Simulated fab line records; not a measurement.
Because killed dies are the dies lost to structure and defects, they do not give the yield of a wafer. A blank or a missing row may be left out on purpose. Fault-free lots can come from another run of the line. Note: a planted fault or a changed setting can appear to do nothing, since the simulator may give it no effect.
Split-lot experiment    flow n5 finfet    7 lots, 21 wafers read, on a route of 1938 steps

== ON THE SPLIT ==
At N5_BEOL_M0_ETCH_138 (etches SiCN in CH3F/O2, target depth 12 nm, time 31.6 s), the setting source w was moved away from the recipe's 395 W on 9 of the 21 wafers read, by -13.4% to +16.8%. The other wafers ran this setting at the recipe's value.

The reading comes from the split's own step.

== THE READING ==
rf vpp V, in V, at N5_BEOL_M0_ETCH_138 (etches SiCN in CH3F/O2, target depth 12 nm, time 31.6 s). Fault-free wafers of this fab line usually give 297.4 V, standard deviation 1.9 V.

wafer   tool, chamber at the split  source w as run, W  against the recipe  rf vpp V, V  against lot-mates on the recipe
L077.2  rie diel-01, 0              395                 recipe              296.2        -
L077.3  rie diel-01, 2              395                 recipe              300.7        -
L077.5  rie diel-01, 3              342.2               -13.4%              314.7        +16.2
L080.2  rie diel-02, 1              395                 recipe              293.8        -
L080.4  rie diel-02, 0              395                 recipe              297.0        -
L080.6  rie diel-02, 3              395                 recipe              298.3        -
L083.3  rie diel-02, 3              461.5               +16.8%              282.3        -12.2
L083.5  rie diel-02, 2              395                 recipe              294.5        -
L083.6  rie diel-02, 1              461.5               +16.8%              280.7        -13.8
L090.1  rie diel-01, 2              441.5               +11.8%              288.4        -11.6
L090.3  rie diel-01, 3              441.5               +11.8%              288.6        -11.4
L090.6  rie diel-01, 2              395                 recipe              300.0        -
L095.1  rie diel-02, 1              395                 recipe              295.3        -
L095.2  rie diel-02, 2              395                 recipe              293.7        -
L095.5  rie diel-02, 2              395                 recipe              295.9        -
L096.2  rie diel-01, 1              395                 recipe              296.6        -
L096.3  rie diel-01, 3              445.9               +12.9%              288.5        -8.1
L096.6  rie diel-01, 2              445.9               +12.9%              286.4        -10.2
L097.1  rie diel-04, 2              441.6               +11.8%              285.3        -13.9
L097.2  rie diel-04, 1              395                 recipe              299.2        -
L097.3  rie diel-04, 3              441.6               +11.8%              285.3        -13.9

THE FIT
A straight line over all 21 wafers: rf vpp V changes by -0.939 V for each +1% of source w; r = -0.95; the points scatter about the line by 2.4 V.
The same after taking each lot's own level away (the mean of its wafers on the recipe; 21 wafers): -0.934 V for each +1%; r = -0.96; scatter 2.1 V.
On that fit, the largest move of source w shifts the reading by 16 V.
Across the lots, their own levels run from 294.50 to 300.00 V, a range of 2.9 times the standard deviation given above.
The two slopes are in agreement: the lot-to-lot level therefore moves the slope only a little.
Check: -16 V against its lot-mates is what the line predicts for one of the wafers moved furthest among these (+16.8%) when that wafer is left out of the fit. Against them it came out at -12.2 V.
Tool readings at the split's step, against how far the setting was moved: rf vpp V r = -0.95.

== OTHER SPLITS ON THESE WAFERS ==
Before the reading, these wafers also passed through other splits. Each is held against what the fit with the lots' levels taken away leaves over:
other split on the same wafers         wafers away from the commonest value  r with rf vpp V (lot level and that fit taken away)
N5_GATE_CUT_COAT_07 spin rpm           9                                     -0.01
N5_GATE_CUT_DESCUM_18 time s           9                                     +0.46
N5_MOL_CONTACT_COAG_ALD_27 ald cycles  7                                     -0.26
N5_MOL_CONTACT_COAG_EXPOSE_81 dose mj  5                                     -0.28
N5_MOL_CONTACT_COAG_ETCH_91 source w   7                                     +0.26
N5_BEOL_M0_SAQP_PECVD_97 time s        7                                     -0.19
N5_BEOL_M0_SAQP_COAT_08 spin rpm       8                                     +0.12
N5_BEOL_M0_CUTY_ETCH_63 time s         8                                     +0.10

== FILE'S OWN FIT ==
rf vpp V changes by -0.942 V for each +1% of source w, r = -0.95.
